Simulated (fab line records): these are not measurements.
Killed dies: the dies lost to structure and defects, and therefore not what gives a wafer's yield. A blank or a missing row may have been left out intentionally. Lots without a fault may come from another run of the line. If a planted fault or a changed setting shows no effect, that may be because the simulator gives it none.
A lot that was struck, set against a sound lot :: flow n5-finfet :: 38 steps out of a route of 1938
Sound: wafers L107.1, L107.3, L107.5. Struck: wafer L120.4. (L120.1, L120.6 of the same lot were not struck and are left out.) The cause comes at the end.
Order at every step that has rows: each side's tool, ch and its chambers, its first start. Under that, the readings that differ: sound wafers :: struck wafers :: difference of the means :: sigmas: that difference in standard deviations of wafers without a fault.
alike: readings with means less than 2 such deviations apart, plus words and numbers identical on both sides. not compared: withheld readings, readings lacking a value on some wafer, bounds such as >300 that could conceal the same value, and numbers that have no deviation in the record and whose values overlap.
A row with sigmas, a row that says differs or no value, or rows on one side alone: a step with any of these is where the two part. Numbers that have no deviation but don't overlap get no sigmas and don't part them. A reading that every wafer of one side lacks parts them only if that side has two wafers or more.

first, 10 steps without rows for these wafers: N5_DUMMY_GATE_ETCH_23 (etches poly-Si in HBr/Cl2/O2, target depth 41 nm, time 22.3 s); N5_DUMMY_GATE_ETCH_44 (etches poly-Si in HBr/O2, stops on SiO2, target depth 127.5 nm); N5_DUMMY_GATE_ETCH_42 (etches SiO2 in CHF3/O2, target depth 3.5 nm, time 31 s); N5_DUMMY_GATE_STRIP_48 (strips in N2/H2, time 20 s); N5_DUMMY_GATE_PRECLEAN_33 (cleans in dHF, time 10 s); N5_DUMMY_GATE_PRECLEAN_25 (cleans in O3/DIW, time 45 s); N5_DUMMY_GATE_PRECLEAN_51 (cleans in SC2, time 45 s); N5_DUMMY_GATE_SRD_26 (time 30 s); N5_DUMMY_GATE_UV_OZONE_45 (time 120 s); N5_SPACER0_ALD_07 (deposits SiNx, target thk 2 nm).
N5_SPACER0_ALD_00: deposits SiOCN, target thk 3.5 nm, pulse time 3 s, purge time 2 s.
  sound on ald-sin-04 ch 0,2,3, day 3 04:47; struck on ald-sin-04 ch 1, day 6 12:42
reading: ald-cycles
sound: 58 58 58
struck: 65
difference: +7
sigmas: 

reading: model.SiOCN_of_SPACER0_ALD_00.thk-nm (nm)
sound: 3.4 3.6 3.4
struck: 4
difference: +1
sigmas: 
  alike: heater-power-w, precursor-pulse-height-rel
then, 25 steps without rows for these wafers: N5_SPACER0_ALD_08 (deposits SiNx, target thk 2 nm); N5_SD_EPI_N_COAT_32 (time 60 s, resist thk 350 nm); N5_SD_EPI_N_COAT_33 (time 60 s, resist thk 35 nm); N5_SD_EPI_N_COAT_03 (resist thk 150 nm); N5_SD_EPI_N_EBR_05; N5_SD_EPI_N_SOFTBAKE_04 (time 60 s); N5_SD_EPI_N_EXPOSE_06 (exposes mask SD N BLK, target cd 120 nm); N5_SD_EPI_N_PEB_07 (peb time 60 s); N5_SD_EPI_N_DEVELOP_08 (develop time 30 s); N5_SD_EPI_N_DESCUM_14 (chemistry O2, time 7.9 s); N5_SD_EPI_N_ETCH_34 (etches SiARC in CF4, target depth 45.5 nm, time 75.8 s); N5_SD_EPI_N_ETCH_35 (etches SOC in N2/H2, overetch 108 nm, time 486 s); N5_SD_EPI_N_STRIP_36 (strips in N2/H2); N5_SD_EPI_N_ETCHBACK_44 (etches SiNx in CH3F/O2, stops on SiO2, target depth 14.5 nm); N5_SD_EPI_N_ETCH_45 (etches SiOCN in CH3F/O2, target depth 6 nm); N5_SD_EPI_N_ETCH_16 (etches SiO2 in CHF3/O2, target depth 5 nm); N5_SD_EPI_N_STRIP_47 (strips in CHF3/O2); N5_SD_EPI_N_SD_RECESS_17 (chemistry HBr/Cl2/O2, target depth 41 nm, time 23.7 s, bt time 3 s); N5_SD_EPI_N_STRIP_38 (strips in N2/H2); N5_SD_EPI_N_WET_ETCH_43 (etches SiO2 in dHF, time 14 s, target depth 1.5 nm); N5_SD_EPI_N_STRIP_18 (strips in SPM, time 750 s); N5_SD_EPI_N_SRD_20 (time 30 s); N5_SD_EPI_N_PRECLEAN_48 (cleans in NF3:NH3, afs cycles 2, time 20 s, sublimation time 60 s); N5_SD_EPI_N_VAPOR_ETCH_50 (etches Si in HCl, time 54 s); N5_SD_EPI_N_EPI_21 (deposits Si:P, time 690 s).
N5_SD_EPI_P_PRECLEAN_32: cleans in dHF, time 10 s.
  sound on wet-bench-04 ch 0,1,5, day 3 14:09; struck on wet-bench-02 ch 2, day 6 21:35
reading: model.SiOCN_of_SPACER0_ALD_00.thk-nm (nm)
sound: 3.4 3.4 3.4
struck: 3.8
difference: +0.4
sigmas: 
-- record jumps: 6 days separate the struck wafers' starts on either side; left off in module SD_EPI_P, taken up again in module BEOL_M4, whose first shown step is the route's number 1111 --
N5_BEOL_M4_RC_MEAS_101:
  sound on prober-01 ch 0, day 9 10:09; struck on prober-02 ch 0, day 12 14:01
reading: ION_N (uA/um)
sound: 678 680 666
struck: 646
difference: -29
sigmas: -3

reading: ION_P (uA/um)
sound: 460 467 458
struck: 445
difference: -17
sigmas: -3

reading: REXT_N (ohm.um)
sound: 75.9 75.7 75.7
struck: 81.4
difference: +5.6
sigmas: +3
  alike: DIBL_N, DIBL_P, IOFF_N, IOFF_P, SS_N, SS_P, VT_N, VT_P

== WHERE THEY PART ==
Only at N5_BEOL_M4_RC_MEAS_101, within this record.

WHY: what the simulator had put in
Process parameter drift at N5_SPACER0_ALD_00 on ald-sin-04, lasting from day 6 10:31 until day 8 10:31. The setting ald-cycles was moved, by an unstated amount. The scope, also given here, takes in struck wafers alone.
